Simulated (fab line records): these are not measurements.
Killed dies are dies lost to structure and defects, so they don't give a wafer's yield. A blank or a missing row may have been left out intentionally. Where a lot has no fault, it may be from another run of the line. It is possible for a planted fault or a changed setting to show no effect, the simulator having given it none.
What tool caused it?    flow nand_harc    Sampling: 14 lots, 42 wafers, 5 of 1302 route steps

== WHAT THE GAUGES READ, wafer by wafer ==
NHARC_A_DECK1_JOINT_THK_MEAS_17: measures by ellipsometry.
lot   measured      on             thk_nm (nm)
L832  day 12 06:56  film_metro-02  45.0 44.8 45.4
L833  day 13 03:37  film_metro-02  44.0 45.0 45.5
L834  day 13 03:37  film_metro-01  46.7 45.5 46.7
L835  day 13 13:37  film_metro-02  44.0 47.3 46.5
L838  day 14 22:49  film_metro-01  44.2 44.1 42.7
L839  day 15 05:39  film_metro-01  44.9 44.9 45.0
L840  day 15 05:39  film_metro-02  44.6 46.0 46.7
L841  day 15 21:04  film_metro-01  43.1 44.5 45.6
L844  day 16 20:29  film_metro-01  43.6 45.0 44.1
L843  day 16 20:29  film_metro-01  44.7 45.0 46.8
L845  day 18 07:31  film_metro-02  45.7 43.5 46.3
L846  day 18 20:44  film_metro-01  43.1 43.2 43.9
L851  day 20 01:35  film_metro-01  43.3 44.2 43.4
L853  day 20 19:50  film_metro-02  45.6 45.4 45.6

NHARC_A_ONON_D2_THK_MEAS_05: measures by ellipsometry.
lot   measured      on             thk_nm (nm)
L832  day 12 08:07  film_metro-02  994 995 994
L833  day 13 04:49  film_metro-02  1000 998 997
L834  day 13 04:47  film_metro-01  1001 1001 1001
L835  day 13 14:47  film_metro-02  994 994 995
L838  day 15 00:00  film_metro-02  1002 1003 1004
L839  day 15 06:51  film_metro-01  1008 1008 1007
L840  day 15 06:50  film_metro-02  996 997 996
L841  day 15 22:14  film_metro-01  998 998 998
L844  day 16 21:40  film_metro-01  999 1001 1001
L843  day 16 21:40  film_metro-01  1004 1003 1003
L845  day 18 08:41  film_metro-02  1003 1004 1004
L846  day 18 21:55  film_metro-02  1026 1024 1027
L851  day 20 02:46  film_metro-02  595 593 595
L853  day 20 21:02  film_metro-02  565 565 563

NHARC_END_SORT_01.
lot   measured      on         killed_at_array  killed_at_other  killed_at_periphery  killed_dies  killed_open  killed_short
L851  day 31 14:07  prober-02  674 675 672      0 1 0            3 1 5                677 677 677  1 3 3        1 1 4
L853  day 33 04:34  prober-02  671 676 672      1 0 0            5 1 5                677 677 677  3 3 3        5 1 4

== WHICH TOOL RAN EACH LOT (tool, then ch and the chambers of the sampled wafers, then the start) ==
lot   NHARC_A_DECK1_JOINT_ETCHBACK_00   NHARC_A_ONON_D2_DEP_03
L832  rie_si-04 ch 1,2, day 11 06:01    pecvd_onon-04 ch 0, day 12 07:43
L833  rie_si-04 ch 0,1, day 11 22:46    pecvd_onon-01 ch 0, day 13 04:20
L834  rie_si-05 ch 0,2, day 11 22:46    pecvd_onon-04 ch 0, day 13 04:20
L835  rie_si-05 ch 2,3, day 12 11:35    pecvd_onon-01 ch 0, day 13 14:20
L838  rie_si-04 ch 1,2,3, day 14 00:46  pecvd_onon-04 ch 0, day 14 23:29
L839  rie_si-06 ch 1,2,3, day 14 08:14  pecvd_onon-01 ch 0, day 15 06:19
L840  rie_si-05 ch 0,1,3, day 14 08:16  pecvd_onon-02 ch 0, day 15 06:23
L841  rie_si-06 ch 1,2, day 14 18:43    pecvd_onon-04 ch 0, day 15 21:47
L844  rie_si-05 ch 1,3, day 16 00:01    pecvd_onon-04 ch 0, day 16 21:13
L843  rie_si-04 ch 0,2,3, day 16 00:02  pecvd_onon-01 ch 0, day 16 21:13
L845  rie_si-04 ch 0,1,2, day 17 01:43  pecvd_onon-04 ch 0, day 18 08:10
L846  rie_si-05 ch 0,1,2, day 17 17:37  pecvd_onon-02 ch 0, day 18 21:25
L851  rie_si-05 ch 0,1,2, day 19 01:00  pecvd_onon-04 ch 0, day 20 02:19
L853  rie_si-05 ch 0,1,3, day 19 19:35  pecvd_onon-04 ch 0, day 20 20:31
- NHARC_A_DECK1_JOINT_ETCHBACK_00: etches the open film in HBr, target depth 30 nm, time 17.4 s.
- NHARC_A_ONON_D2_DEP_03: target thk 1000 nm.

== AS READ BY THE TOOLS THEMSELVES (means over the sampled wafers that have a number; for cases with no such wafer, the mark the record gives instead) ==
NHARC_A_DECK1_JOINT_ETCHBACK_00.
lot   tool       drypump_motor_current_A (A)  oes_product_au (a.u.)  rf_fwd_power_W (W)  throttle_valve_pct (%)
L832  rie_si-04  6.2                          1.002                  342.8               23.274
L833  rie_si-04  5.1                          1.006                  341.9               23.271
L834  rie_si-05  6.0                          1.007                  343.4               23.266
L835  rie_si-05  6.4                          0.999                  342.2               23.262
L838  rie_si-04  6.3                          0.992                  341.7               23.274
L839  rie_si-06  5.8                          1.007                  343.7               23.263
L840  rie_si-05  6.0                          0.987                  343.4               23.269
L841  rie_si-06  5.6                          1.005                  343.5               23.277
L844  rie_si-05  5.8                          1.005                  342.5               23.274
L843  rie_si-04  5.9                          0.999                  342.9               23.263
L845  rie_si-04  5.7                          1.000                  340.9               23.268
L846  rie_si-05  5.8                          1.004                  344.2               23.261
L851  rie_si-05  5.8                          1.002                  342.5               23.265
L853  rie_si-05  6.0                          0.999                  343.4               23.258

== THE ANSWER, worked out from the rows above alone ==
Rule: usual is defined by the lots themselves. Put in order of their means at a reading, lots are off if they are a third of the lots or fewer, leave a main group of 4 or more, and stand apart from it by a gap of 3 or more times the standard deviation of the main group's means; of several such gaps the widest counts. A main group whose means are all the same, to the digits that the tables above print for the reading, isn't used. Also off: a lot with no number at a reading for which 4 or more lots have one. All remaining lots with rows at the step are treated as sound. First the gauges in route order, then the tools' own readings, where a lot's mean is used as printed above. The first step at which some lot is off is used, and at that step the reading that is off furthest; a lot without a number counts as furthest.
Off: L851, L853 (NHARC_A_ONON_D2_THK_MEAS_05, thk_nm). The main group: mean 1002 nm, standard deviation 8.1.
If a tool, at a process step before that reading, ran all the lots that are off and no sound lot after the first of them, it fits. Those tools and the gauges at NHARC_A_ONON_D2_THK_MEAS_05 are tried in the same way. Can't be told from this: 3 tools fit, rie_si-05 at NHARC_A_DECK1_JOINT_ETCHBACK_00, pecvd_onon-04 at NHARC_A_ONON_D2_DEP_03, film_metro-02 at NHARC_A_ONON_D2_THK_MEAS_05.

== WHAT THE SIMULATOR HAD INSERTED ==
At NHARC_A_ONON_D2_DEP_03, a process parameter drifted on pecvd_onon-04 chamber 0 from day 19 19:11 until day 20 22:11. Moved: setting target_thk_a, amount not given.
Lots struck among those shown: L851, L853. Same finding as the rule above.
